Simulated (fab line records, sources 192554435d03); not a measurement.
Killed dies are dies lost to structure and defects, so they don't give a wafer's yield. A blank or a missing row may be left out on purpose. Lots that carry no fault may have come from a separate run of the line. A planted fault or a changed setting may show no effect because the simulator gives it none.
3 desks, one fault + flow n5_finfet + each desk holds nothing but its own numbers, with what lay behind them at the end

== TOOL OWNER'S DESK, ald_metal-04 ==
The tool's own readings at N5_HKMG_FIN_NWFM_ALD_20 (deposits TiAlC, target thk 2 nm, pulse time 3 s, purge time 2 s): means of the sampled wafers that have a number, for each lot that ran on this tool. A lot is out of limits, marked OUT, if its mean lies more than 4 standard deviations from the usual mean; the brackets give that distance.
Columns: A = heater_power_w at N5_HKMG_FIN_NWFM_ALD_20, usual 517 W; B = precursor_pulse_height_rel at N5_HKMG_FIN_NWFM_ALD_20, usual 0.997; C = susceptor_temp_C at N5_HKMG_FIN_NWFM_ALD_20, usual 300.03 C
| lot  | first seen here | A   | B     | C                |
|------|-----------------|-----|-------|------------------|
| L760 | day 5 06:40     | 455 | 0.981 | 300.09           |
| L762 | day 5 17:16     | 442 | 1.000 | 288.49 (-58) OUT |
| L763 | day 6 01:23     | 395 | 0.998 | 288.51 (-58) OUT |
| L777 | day 9 12:13     | 473 | 1.002 | 300.00           |
| L779 | day 9 23:40     | 437 | 0.991 | 300.07           |
| L778 | day 10 00:10    | 454 | 0.998 | 299.97           |
This desk finds L762, L763 out of limits, L762 being first, at day 5 17:16 (susceptor_temp_C at N5_HKMG_FIN_NWFM_ALD_20). Within limits: L760, L777, L779, L778.

== AT THE METROLOGY DESK ==
Means of the sampled wafers that have a number, per lot and without regard to the tool the lot ran on: this is what the gauges read. A lot is out of limits, marked OUT, if its mean lies more than 4 standard deviations from the usual mean; the brackets give that distance. 7 of its 18 readings are shown: the first one out of limits and those lying furthest out on some lot.
Columns: A = IOFF_N_85C at N5_BEOL_M4_RC_MEAS_101, usual 3.0 nA/um; B = IOFF_N_LIN at N5_BEOL_M4_RC_MEAS_101, usual 0.072 nA/um; C = IOFF_N_LONG at N5_BEOL_M4_RC_MEAS_101, usual 5.47e-05 nA/um; D = ION_N at N5_BEOL_M4_RC_MEAS_101, usual 675 uA/um; E = VT_N at N5_BEOL_M4_RC_MEAS_101, usual 250.0 mV; F = VT_N_LONG at N5_BEOL_M4_RC_MEAS_101, usual 275.2 mV; G = VT_N_LVT at N5_BEOL_M4_RC_MEAS_101, usual 98.5 mV
| lot  | first seen here | A              | B                | C                   | D              | E                | F               | G                |
|------|-----------------|----------------|------------------|---------------------|----------------|------------------|-----------------|------------------|
| L758 | day 8 02:34     | 3.2            | 0.076            | 5.17e-05            | 672            | 250.9            | 278.9           | 96.2             |
| L760 | day 8 19:33     | 3.1            | 0.075            | 5.90e-05            | 679            | 249.6            | 273.9           | 96.0             |
| L759 | day 8 21:16     | 3.2            | 0.076            | 5.65e-05            | 682            | 250.3            | 274.7           | 97.4             |
| L762 | day 9 07:28     | 1.5 (-4.1) OUT | 0.034 (-4.4) OUT | 3.82e-05 (-6.4) OUT | 635 (-4.5) OUT | 269.6 (+7.3) OUT | 294.2 (+10) OUT | 116.5 (+6.4) OUT |
| L763 | day 9 20:53     | 1.6            | 0.034 (-4.3) OUT | 3.73e-05 (-6.7) OUT | 629 (-5.1) OUT | 271.2 (+7.9) OUT | 295.2 (+11) OUT | 118.3 (+7.1) OUT |
| L775 | day 13 01:31    | 2.9            | 0.070            | 5.49e-05            | 674            | 250.1            | 275.0           | 98.8             |
| L777 | day 13 05:51    | 3.3            | 0.083            | 5.73e-05            | 682            | 247.0            | 272.9           | 95.1             |
| L778 | day 14 07:29    | 3.4            | 0.082            | 5.61e-05            | 682            | 247.0            | 274.9           | 98.0             |
| L779 | day 14 10:37    | 2.8            | 0.067            | 5.13e-05            | 674            | 250.6            | 277.9           | 96.6             |
This desk's result: L762, L763 out of limits, first on L762 (IOFF_N_85C at N5_BEOL_M4_RC_MEAS_101), day 9 07:28. Within limits: L758, L760, L759, L775, L777, L778, L779.

== THE DEFECT DESK ==
Lot by lot, what the route's inspections counted, given as the mean of those sampled wafers with a number. A lot is out of limits, marked OUT, if its mean lies more than 4 standard deviations from the usual mean; the brackets give that distance.
Columns: A = raw_defect_count at N5_HKMG_FIN_INSPECT_28, usual 39
| lot  | first seen here | A  |
|------|-----------------|----|
| L758 | day 4 22:42     | 21 |
| L759 | day 5 04:04     | 78 |
| L760 | day 5 09:07     | 43 |
| L762 | day 5 19:44     | 28 |
| L763 | day 6 04:04     | 35 |
| L775 | day 9 02:33     | 33 |
| L777 | day 9 14:38     | 26 |
| L779 | day 10 02:21    | 27 |
| L778 | day 10 02:42    | 62 |
This desk's verdict: no lot among the 9 shows anything out of limits.

== PUT TOGETHER ==
The tool owner's desk could have raised an alarm at day 5 17:16, on L762, L763.
L762, L763 would have let the metrology desk raise an alarm at day 9 07:28.
No out-of-limits result turned up at the defect desk.
The defect desk has L762, L763 on record, within its limits.
Of the lots named, all ran N5_HKMG_FIN_NWFM_ALD_20 on ald_metal-04.

== WHAT HAD BEEN PUT IN BY THE SIMULATOR ==
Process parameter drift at N5_HKMG_FIN_NWFM_ALD_20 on ald_metal-04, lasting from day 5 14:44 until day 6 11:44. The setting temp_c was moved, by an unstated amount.
Lots struck among those shown: L762, L763.
Hours from the fault's start to each desk's first reading out of limits: the tool owner's desk, 3; the metrology desk, 89.
